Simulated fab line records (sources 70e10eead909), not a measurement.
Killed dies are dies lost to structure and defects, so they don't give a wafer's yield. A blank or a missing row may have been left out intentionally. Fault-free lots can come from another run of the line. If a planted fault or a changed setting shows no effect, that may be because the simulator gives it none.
Which tool is to blame?	flow nandHarc	72 wafers from 24 lots sampled at 6 of the route's 1159 steps

## WHAT EACH GAUGE READ, for each wafer
Not one reading of a measure or inspect step in the record can be checked against a usual standard deviation.

## TOOL THAT RAN EACH LOT (tool first, then ch and the chambers of the sampled wafers, then the start)
lot	NHARC_A_CHANNEL_FILL_D1_ETCHBACK_08	NHARC_A_STAIRCASE_DEP_156	NHARC_A_STAIRCASE_ETCH_169	NHARC_A_STAIRCASE_TRIM_12	NHARC_A_STAIRCASE_ETCH_19	NHARC_A_STAIRCASE_ETCH_25
L076	rieDiel-04 ch 0,3, day 11 03:45 or earlier	pecvd-04 ch 0,2, day 11 03:45	rieDiel-05 ch 0,2,3, day 11 07:22	rieDiel-05 ch 2,3, day 11 09:29	rieDiel-05 ch 2,3, no start	rieDiel-06 ch 0,2,3, no start
L075	rieDiel-04 ch 2,3, day 11 08:34 or earlier	pecvd-02 ch 1,2, day 11 08:34	rieDiel-10 ch 1,2,3, day 11 09:37	rieDiel-06 ch 0,1, day 11 11:36	rieDiel-06 ch 0,1,2, no start	rieDiel-05 ch 0,2,3, no start
L078	rieDiel-04 ch 1,2,3, day 11 13:18 or earlier	pecvd-01 ch 0, day 11 13:18	rieDiel-06 ch 0,2, day 11 14:27	rieDiel-10 ch 0,2, day 11 16:16	rieDiel-10 ch 1,3, no start	rieDiel-10 ch 0,1, no start
L077	rieDiel-09 ch 0,2,3, day 11 13:42 or earlier	pecvd-04 ch 0,2, day 11 13:42	rieDiel-06 ch 0,1, day 11 14:47	rieDiel-05 ch 0,1, day 11 16:50	rieDiel-05 ch 0,1, no start	rieDiel-10 ch 0,1,2, no start
L074	rieDiel-09 ch 1,2,3, day 11 13:28 or earlier	pecvd-04 ch 0,1,2, day 11 13:28	rieDiel-05 ch 0,1,3, day 11 14:37	rieDiel-10 ch 1,2,3, day 11 16:28	rieDiel-10 ch 0,1,3, no start	rieDiel-05 ch 0,1,2, no start
L079	rieDiel-04 ch 0,1, day 11 17:40 or earlier	pecvd-01 ch 0, day 11 17:40	rieDiel-06 ch 0,1,3, day 11 19:08	rieDiel-10 ch 0,3, day 11 21:19	rieDiel-10 ch 0,3, no start	rieDiel-10 ch 0,2,3, no start
L081	rieDiel-04 ch 0,1,2, day 11 23:47 or earlier	pecvd-04 ch 1,2, day 11 23:47	rieDiel-06 ch 0,1,3, day 12 00:56	rieDiel-06 ch 1,2,3, day 12 02:47	rieDiel-06 ch 0,1,3, no start	rieDiel-10 ch 0,1,3, no start
L080	rieDiel-04 ch 0,3, day 11 23:54 or earlier	pecvd-01 ch 0,2, day 11 23:54	rieDiel-06 ch 2,3, day 12 01:07	rieDiel-10 ch 1,2, day 12 02:53	rieDiel-10 ch 0,1,3, no start	rieDiel-05 ch 2,3, no start
L082	rieDiel-09 ch 0,1,3, day 13 00:08 or earlier	pecvd-04 ch 0,1, day 13 00:08	rieDiel-05 ch 0,1, day 13 01:23	rieDiel-06 ch 0,1,3, day 13 03:15	rieDiel-06 ch 2,3, no start	rieDiel-06 ch 0,1,3, no start
L085	rieDiel-03 ch 0,1,2, day 13 00:10 or earlier	pecvd-02 ch 0,1, day 13 00:10	rieDiel-06 ch 0,3, day 13 01:12	rieDiel-10 ch 0,1,2, day 13 03:02	rieDiel-10 ch 0,1,3, no start	rieDiel-05 ch 0,1, no start
L083	rieDiel-03 ch 1,2,3, day 13 04:37 or earlier	pecvd-02 ch 0,1,2, day 13 04:37	rieDiel-06 ch 1,2, day 13 05:39	rieDiel-10 ch 0,1,2, day 13 07:29	rieDiel-10 ch 0,2, no start	rieDiel-10 ch 1,2,3, no start
L084	rieDiel-04 ch 0,1,2, day 13 04:38 or earlier	pecvd-04 ch 0,2, day 13 04:38	rieDiel-05 ch 1,2, day 13 05:49	rieDiel-10 ch 0,1,3, day 13 07:40	rieDiel-10 ch 0,1,3, no start	rieDiel-05 ch 0,1,2, no start
L086	rieDiel-03 ch 0,1,2, day 13 20:14 or earlier	pecvd-01 ch 0,1,2, day 13 20:14	rieDiel-06 ch 0,1,2, day 13 21:19	rieDiel-10 ch 0,2,3, day 13 23:08	rieDiel-10 ch 0,1,3, no start	rieDiel-06 ch 0,1,2, no start
L087	rieDiel-09 ch 1,2, day 13 20:07 or earlier	pecvd-01 ch 1,2, day 13 20:07	rieDiel-05 ch 1,2, day 13 21:01	rieDiel-05 ch 1,2,3, day 13 22:53	rieDiel-05 ch 1,2,3, no start	rieDiel-05 ch 0,1, no start
L088	rieDiel-09 ch 0,3, day 14 00:48 or earlier	pecvd-01 ch 0,1,2, day 14 00:48	rieDiel-06 ch 1,2, day 14 01:44	rieDiel-05 ch 0,3, day 14 03:40	rieDiel-05 ch 0,2,3, no start	rieDiel-06 ch 1,2, no start
L090	rieDiel-04 ch 0,1, day 14 11:35 or earlier	pecvd-04 ch 0, day 14 11:35	rieDiel-05 ch 1,2, day 14 12:56	rieDiel-06 ch 0,1,2, day 14 14:52	rieDiel-06 ch 0,1, no start	rieDiel-10 ch 0,2, no start
L089	rieDiel-09 ch 0,1,2, day 14 11:22 or earlier	pecvd-01 ch 1,2, day 14 11:22	rieDiel-10 ch 0,3, day 14 12:52	rieDiel-05 ch 0,3, day 14 14:41	rieDiel-05 ch 0,1,3, no start	rieDiel-06 ch 1,2,3, no start
L093	rieDiel-04 ch 1,3, day 15 07:43 or earlier	pecvd-01 ch 1,2, day 15 07:43	rieDiel-06 ch 0,2, day 15 08:38	rieDiel-10 ch 0,2, day 15 10:29	rieDiel-10 ch 0,2,3, no start	rieDiel-06 ch 1,2,3, no start
L092	rieDiel-09 ch 2,3, day 15 07:56 or earlier	pecvd-01 ch 0,1,2, day 15 07:56	rieDiel-06 ch 2,3, day 15 08:58	rieDiel-10 ch 1,2,3, day 15 10:56	rieDiel-10 ch 0,1,2, no start	rieDiel-10 ch 0,1,3, no start
L091	rieDiel-09 ch 0,2,3, day 15 11:26 or earlier	pecvd-01 ch 0,1,2, day 15 11:26	rieDiel-10 ch 2,3, day 15 12:27	rieDiel-06 ch 2,3, day 15 14:11	rieDiel-06 ch 0,1,2, no start	rieDiel-10 ch 1,2,3, no start
L095	rieDiel-09 ch 1,3, day 15 15:00 or earlier	pecvd-02 ch 0,1,2, day 15 15:00	rieDiel-05 ch 1,3, day 15 16:03	rieDiel-05 ch 0,2,3, day 15 17:55	rieDiel-05 ch 0,1,2, no start	rieDiel-05 ch 0,1, no start
L094	rieDiel-04 ch 0,1,2, day 15 15:08 or earlier	pecvd-02 ch 1,2, day 15 15:08	rieDiel-10 ch 0,1,3, day 15 16:16	rieDiel-05 ch 1,2,3, day 15 18:14	rieDiel-05 ch 0,2,3, no start	rieDiel-05 ch 0,1,3, no start
L096	rieDiel-04 ch 2,3, day 15 23:00 or earlier	pecvd-04 ch 0,1,2, day 15 23:00	rieDiel-05 ch 0,1,3, day 16 00:11	rieDiel-06 ch 0,1,2, day 16 02:18	rieDiel-06 ch 1,2, no start	rieDiel-06 ch 0,1,3, no start
L097	rieDiel-09 ch 2,3, day 16 23:05 or earlier	pecvd-02 ch 0,2, day 16 23:05	rieDiel-05 ch 0,2,3, day 17 00:02	rieDiel-10 ch 0,1, day 17 01:49	rieDiel-10 ch 0,3, no start	rieDiel-10 ch 0,1, no start
- NHARC_A_CHANNEL_FILL_D1_ETCHBACK_08: etches the open film in C4F8, target depth 220 nm, time 110 s.
- NHARC_A_STAIRCASE_DEP_156: deposits SiNx, target thk 50 nm.
- NHARC_A_STAIRCASE_ETCH_169: etches the open film in CH3F/O2, target depth 50 nm, time 107.1 s.
- NHARC_A_STAIRCASE_TRIM_12: chemistry O2, time 211.2 s.
- NHARC_A_STAIRCASE_ETCH_19: etches the open film in C4F8/O2, target depth 100 nm, time 40.5 s.
- NHARC_A_STAIRCASE_ETCH_25: etches the open film in C4F8/O2, target depth 100 nm, time 40.5 s.

## WHAT THE TOOLS THEMSELVES READ (means of the sampled wafers that have a number; where no wafer has one, the mark that the record gives instead)
NHARC_A_CHANNEL_FILL_D1_ETCHBACK_08.
lot	tool	oesProductAu (a.u.)	rfVppV (V)
L076	rieDiel-04	0.93	441.3
L075	rieDiel-04	1.01	444.0
L078	rieDiel-04	0.93	442.5
L077	rieDiel-09	0.92	441.4
L074	rieDiel-09	0.92	440.1
L079	rieDiel-04	0.92	439.8
L081	rieDiel-04	0.92	440.3
L080	rieDiel-04	0.99	441.2
L082	rieDiel-09	1.00	439.6
L085	rieDiel-03	0.99	440.6
L083	rieDiel-03	1.00	441.6
L084	rieDiel-04	0.92	441.6
L086	rieDiel-03	0.99	441.0
L087	rieDiel-09	0.92	443.4
L088	rieDiel-09	0.93	441.2
L090	rieDiel-04	0.99	439.3
L089	rieDiel-09	0.92	442.6
L093	rieDiel-04	0.99	443.3
L092	rieDiel-09	0.92	441.2
L091	rieDiel-09	0.98	441.8
L095	rieDiel-09	0.94	437.5
L094	rieDiel-04	0.95	441.5
L096	rieDiel-04	0.96	443.2
L097	rieDiel-09	0.92	441.6

NHARC_A_STAIRCASE_DEP_156.
lot	tool	heaterPowerW (W)
L076	pecvd-04	716
L075	pecvd-02	768
L078	pecvd-01	756
L077	pecvd-04	747
L074	pecvd-04	771
L079	pecvd-01	708
L081	pecvd-04	761
L080	pecvd-01	754
L082	pecvd-04	673
L085	pecvd-02	671
L083	pecvd-02	758
L084	pecvd-04	827
L086	pecvd-01	757
L087	pecvd-01	781
L088	pecvd-01	795
L090	pecvd-04	638
L089	pecvd-01	695
L093	pecvd-01	775
L092	pecvd-01	707
L091	pecvd-01	785
L095	pecvd-02	674
L094	pecvd-02	739
L096	pecvd-04	727
L097	pecvd-02	723

NHARC_A_STAIRCASE_ETCH_169.
lot	tool	drypumpMotorCurrentA (A)	o2FlowSccm (sccm)	oesProductAu (a.u.)	rfVppV (V)	showerheadPlenumPTorr (Torr)	throttleValvePct (%)
L076	rieDiel-05	6.1	29.94	0.918	244.6	2.45	20.647
L075	rieDiel-10	6.0	29.93	0.967	244.1	2.43	20.670
L078	rieDiel-06	5.9	29.98	0.956	244.1	2.47	20.661
L077	rieDiel-06	5.9	30.01	0.969	244.9	2.47	20.661
L074	rieDiel-05	5.6	29.99	0.960	243.3	2.38	20.666
L079	rieDiel-06	6.0	30.01	0.941	245.9	2.49	20.666
L081	rieDiel-06	6.0	30.01	0.977	243.4	2.49	20.660
L080	rieDiel-06	5.9	29.95	0.954	244.0	2.47	20.667
L082	rieDiel-05	5.5	29.98	0.968	242.6	2.36	20.662
L085	rieDiel-06	6.2	30.05	0.980	244.7	2.51	20.664
L083	rieDiel-06	5.5	30.07	0.960	243.7	2.41	20.665
L084	rieDiel-05	6.2	29.93	0.955	244.8	2.49	20.664
L086	rieDiel-06	5.8	29.99	0.968	243.9	2.45	20.662
L087	rieDiel-05	6.2	29.93	0.928	245.1	2.49	20.664
L088	rieDiel-06	5.6	30.05	0.969	244.1	2.43	20.655
L090	rieDiel-05	5.8	30.10	0.930	243.3	2.41	20.650
L089	rieDiel-10	5.3	29.98	0.920	244.7	2.42	20.656
L093	rieDiel-06	5.7	29.94	0.964	243.9	2.42	20.669
L092	rieDiel-06	5.6	30.00	0.953	243.4	2.42	20.667
L091	rieDiel-10	5.5	29.98	0.931	243.7	2.40	20.667
L095	rieDiel-05	5.6	29.98	0.957	243.2	2.35	20.662
L094	rieDiel-10	5.8	30.04	0.916	244.6	2.42	20.668
L096	rieDiel-05	5.6	29.99	0.925	242.7	2.36	20.664
L097	rieDiel-05	6.1	30.02	0.967	244.8	2.43	20.668

NHARC_A_STAIRCASE_TRIM_12.
lot	tool	drypumpMotorCurrentA (A)	o2FlowSccm (sccm)	oesProductAu (a.u.)	rfVppV (V)	showerheadPlenumPTorr (Torr)	throttleValvePct (%)
L076	rieDiel-05	6.4	501.7	1.001	57.9	3.59	17.042
L075	rieDiel-06	5.9	500.8	1.003	57.6	3.55	17.029
L078	rieDiel-10	6.0	500.3	1.011	57.0	3.62	17.031
L077	rieDiel-05	5.7	500.0	0.997	57.8	3.43	17.035
L074	rieDiel-10	6.1	501.6	0.994	57.5	3.48	17.046
L079	rieDiel-10	5.4	500.5	1.009	58.6	3.56	17.028
L081	rieDiel-06	5.8	498.9	1.000	57.4	3.52	17.028
L080	rieDiel-10	6.4	500.0	0.997	57.5	3.55	17.022
L082	rieDiel-06	6.0	500.0	1.010	57.9	3.57	17.035
L085	rieDiel-10	6.2	499.3	1.005	58.0	3.55	17.042
L083	rieDiel-10	6.2	499.3	0.999	57.6	3.55	17.040
L084	rieDiel-10	5.8	499.1	1.002	58.0	3.48	17.037
L086	rieDiel-10	5.7	500.4	1.005	58.2	3.54	17.028
L087	rieDiel-05	5.9	500.4	0.991	57.8	3.48	17.026
L088	rieDiel-05	5.8	499.6	1.002	57.5	3.43	17.035
L090	rieDiel-06	5.8	501.2	1.002	57.8	3.51	17.032
L089	rieDiel-05	5.8	499.3	0.986	56.9	3.42	17.044
L093	rieDiel-10	6.0	499.0	1.013	57.4	3.60	17.040
L092	rieDiel-10	6.0	500.4	1.004	57.7	3.46	17.034
L091	rieDiel-06	5.7	499.5	1.001	58.0	3.48	17.049
L095	rieDiel-05	6.1	500.6	0.987	57.6	3.50	17.039
L094	rieDiel-05	5.9	500.6	0.995	58.1	3.47	17.046
L096	rieDiel-06	5.8	500.4	1.004	56.6	3.50	17.027
L097	rieDiel-10	5.9	500.1	1.003	58.5	3.54	17.037

NHARC_A_STAIRCASE_ETCH_19.
lot	tool	oesProductAu (a.u.)	rfVppV (V)
L076	rieDiel-05	0.926	898
L075	rieDiel-06	0.943	895
L078	rieDiel-10	0.943	892
L077	rieDiel-05	0.932	891
L074	rieDiel-10	0.939	895
L079	rieDiel-10	0.935	895
L081	rieDiel-06	0.934	898
L080	rieDiel-10	0.926	894
L082	rieDiel-06	0.953	896
L085	rieDiel-10	0.938	894
L083	rieDiel-10	0.941	899
L084	rieDiel-10	0.936	894
L086	rieDiel-10	0.945	894
L087	rieDiel-05	0.937	894
L088	rieDiel-05	0.927	894
L090	rieDiel-06	0.926	896
L089	rieDiel-05	0.934	891
L093	rieDiel-10	0.946	896
L092	rieDiel-10	0.947	897
L091	rieDiel-06	0.935	895
L095	rieDiel-05	0.934	895
L094	rieDiel-05	0.925	895
L096	rieDiel-06	0.944	893
L097	rieDiel-10	0.943	896

NHARC_A_STAIRCASE_ETCH_25.
lot	tool	oesProductAu (a.u.)	rfVppV (V)
L076	rieDiel-06	0.940	898
L075	rieDiel-05	0.942	895
L078	rieDiel-10	0.935	894
L077	rieDiel-10	0.925	898
L074	rieDiel-05	0.935	894
L079	rieDiel-10	0.940	897
L081	rieDiel-10	0.945	895
L080	rieDiel-05	0.930	898
L082	rieDiel-06	0.945	898
L085	rieDiel-05	0.936	892
L083	rieDiel-10	0.943	894
L084	rieDiel-05	0.941	895
L086	rieDiel-06	0.953	895
L087	rieDiel-05	0.941	891
L088	rieDiel-06	0.937	894
L090	rieDiel-10	0.942	899
L089	rieDiel-06	0.944	896
L093	rieDiel-06	0.941	896
L092	rieDiel-10	0.943	894
L091	rieDiel-10	0.935	894
L095	rieDiel-05	0.912	892
L094	rieDiel-05	0.919	891
L096	rieDiel-06	0.954	896
L097	rieDiel-10	0.939	894

## THE ANSWER, worked out from the rows above alone
Rule: usual is defined by the lots themselves. Put in order of their means at a reading, lots are off if they are a third of the lots or fewer, leave a main group of 4 or more, and stand apart from it by a gap of 3 or more times the standard deviation of the main group's means; of several such gaps the widest counts. A main group is skipped when, at the precision printed for the reading in the tables above, its means are all equal. A lot without any number at a reading at which 4 lots or more have one is off too. All remaining lots with rows at the step are treated as sound. The gauges are gone through in route order, then the tools' own readings, and for those a lot's mean is taken as printed above. At the first step where some lot is off, the reading lying furthest off is the one used; lots without a number count as furthest.
None of the lots is off at any reading shown; this tells nothing.

## WHAT WAS PUT IN BY THE SIMULATOR
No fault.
